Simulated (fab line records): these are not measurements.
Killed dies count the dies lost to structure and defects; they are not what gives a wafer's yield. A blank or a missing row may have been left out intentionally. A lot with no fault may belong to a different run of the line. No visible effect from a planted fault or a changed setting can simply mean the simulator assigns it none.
A lot that was struck, set against a sound lot    flow n5 finfet    16 steps out of a route of 1938
Sound: these wafers, L935.1, L935.2, L935.3. Struck: wafers L946.3, L946.6 (left out: L946.5, a lot-mate that was not struck); the cause follows at the end.
Per side, at each step with rows, come the tool, then ch with its chambers, and then its first start. Under that, the readings that differ: sound wafers    struck wafers    difference of the means    sigmas: that difference in standard deviations of wafers without a fault.
alike: readings with means less than 2 such deviations apart, plus words and numbers identical on both sides. not compared: withheld readings, readings lacking a value on some wafer, bounds such as >300 that could conceal the same value, and numbers that have no deviation in the record and whose values overlap.
The two part at a step that has a row with sigmas, a row that says differs or no value, or rows on one side only. Numbers that don't overlap but have no deviation are shown without sigmas and don't part them. A reading that every wafer of one side lacks parts them only if that side has two wafers or more.

first, 1 step without rows for these wafers: N5_BEOL_M2_DEVELOP_27 (develop time 30 s).
N5_BEOL_M2_CD_MEAS_28: target cd 26.2 nm, target cd y 24.1 nm.
  sound on cd sem-02 ch 0, day 8 01:49; struck on cd sem-02 ch 0, day 11 03:14
  alike: cd nm
N5_BEOL_M2_OVL_MEAS_29:
  sound on overlay-01 ch 0, day 8 01:51; struck on overlay-01 ch 0, day 11 03:17
reading      sound          struck   difference  sigmas
V1_OVL (nm)  0.1 -0.1 -0.4  1.4 1.2  +1.4        +2
N5_BEOL_M2_INSPECT_30: inspects for defects (brightfield).
  sound on defect inspect-02, day 8 01:55; struck on defect inspect-02, day 11 03:20
  alike: raw defect count
N5_BEOL_M2_DESCUM_33: chemistry O2, time 7 s.
  sound on rie diel-05 ch 1,2,3, day 8 01:57; struck on rie diel-02 ch 0,1, day 11 04:17
  alike: drypump motor current A, oes product au, rf vpp V, showerhead plenum p Torr, throttle valve pct
  not compared: rf hours counter h
N5_BEOL_M2_ETCH_77: etches underlayer in N2/H2, target depth 6.5 nm, time 5.2 s.
  sound on rie diel-05 ch 1,2,3, day 8 01:59; struck on rie diel-02 ch 0,1, day 11 04:19
reading       sound              struck       difference  sigmas
rf vpp V (V)  525.5 523.9 527.1  521.9 519.1  -5.0        -2
  alike: drypump motor current A, etch rf on time s, oes product au, showerhead plenum p Torr, throttle valve pct
  not compared: rf hours counter h
N5_BEOL_M2_ETCH_69: etches SiARC in CF4, target depth 15.6 nm, time 26 s.
  sound on rie diel-05 ch 1,2,3, day 8 02:00; struck on rie diel-02 ch 0,1, day 11 04:20
reading       sound              struck       difference  sigmas
rf vpp V (V)  183.8 184.1 186.2  183.5 181.9  -2.0        -2
  alike: drypump motor current A, etch rf on time s, oes product au, showerhead plenum p Torr, throttle valve pct
  not compared: rf hours counter h
then, 1 step without rows for these wafers: N5_BEOL_M2_ALD_98 (deposits SiO2, target thk 2.5 nm, pulse time 1 s, co reactant pulse time 1 s).
N5_BEOL_M2_ETCHBACK_99: etches SiO2 in CHF3, target depth 5 nm, time 10.4 s.
  sound on rie diel-01 ch 0,2,3, day 8 12:15; struck on rie diel-01 ch 1,2, day 11 08:47
  alike: drypump motor current A, oes product au, rf vpp V, showerhead plenum p Torr, throttle valve pct
  not compared: rf hours counter h
N5_BEOL_M2_ETCH_70: etches SOC in N2/H2, target depth 80 nm, overetch 24 nm, time 130 s.
  sound on rie diel-01 ch 0,2,3, day 8 12:17; struck on rie diel-01 ch 1,2, day 11 08:49
  alike: drypump motor current A, oes product au, rf vpp V, run length s, showerhead plenum p Torr, throttle valve pct
  not compared: rf hours counter h
then, 2 steps without rows for these wafers: N5_BEOL_M2_STRIP_71 (strips in N2/H2); N5_BEOL_M2_STRIP_78 (strips in N2/H2).
N5_BEOL_M2_VIA_ETCH_34: etches the open film in C4F6/O2, target depth 69.4 nm, time 65.9 s.
  sound on rie diel-01 ch 0,2,3, day 8 12:24; struck on rie diel-01 ch 1,2, day 11 08:55
reading                                   sound              struck      difference  sigmas
run length s (s)                          88.7 89.5 89.2     75.6 75.4   -13.6       -28
model.etch.depth nm (nm)                  69.55 68.24 69.03  56.4 54.36  -13.6       
model.SOC_of_BEOL_M2_COAT_67.thk nm (nm)  51.6 51.6 51.6     53.6 53.4   +1.9        
  alike: drypump motor current A, oes product au, rf vpp V, showerhead plenum p Torr, throttle valve pct
  not compared: rf hours counter h
then, 1 step without rows for these wafers: N5_BEOL_M2_STRIP_83 (strips in C4F6/O2).
-- here the record skips 2 days between the struck wafers' starts before and after, leaving off in module BEOL_M2 and picking up in module BEOL_M4 (first step shown: number 1111 of the route) --
N5_BEOL_M4_RC_MEAS_101:
  sound on prober-01 ch 0, day 10 03:07; struck on prober-02 ch 0, day 13 13:59
  alike: DIBL_N, DIBL_P, IOFF_N, IOFF_P, ION_N, ION_P, SS_N, SS_P, VT_N, VT_P
following that, these wafers have no rows for 1 step: N5_PASSIVATION_PROBE_49.

== WHERE THEY PART ==
Last at N5_BEOL_M2_VIA_ETCH_34 as far as this record goes, first at N5_BEOL_M2_OVL_MEAS_29. Later steps at which nothing parts them and some readings are alike: N5_BEOL_M4_RC_MEAS_101.

WHY: what had been put in by the simulator
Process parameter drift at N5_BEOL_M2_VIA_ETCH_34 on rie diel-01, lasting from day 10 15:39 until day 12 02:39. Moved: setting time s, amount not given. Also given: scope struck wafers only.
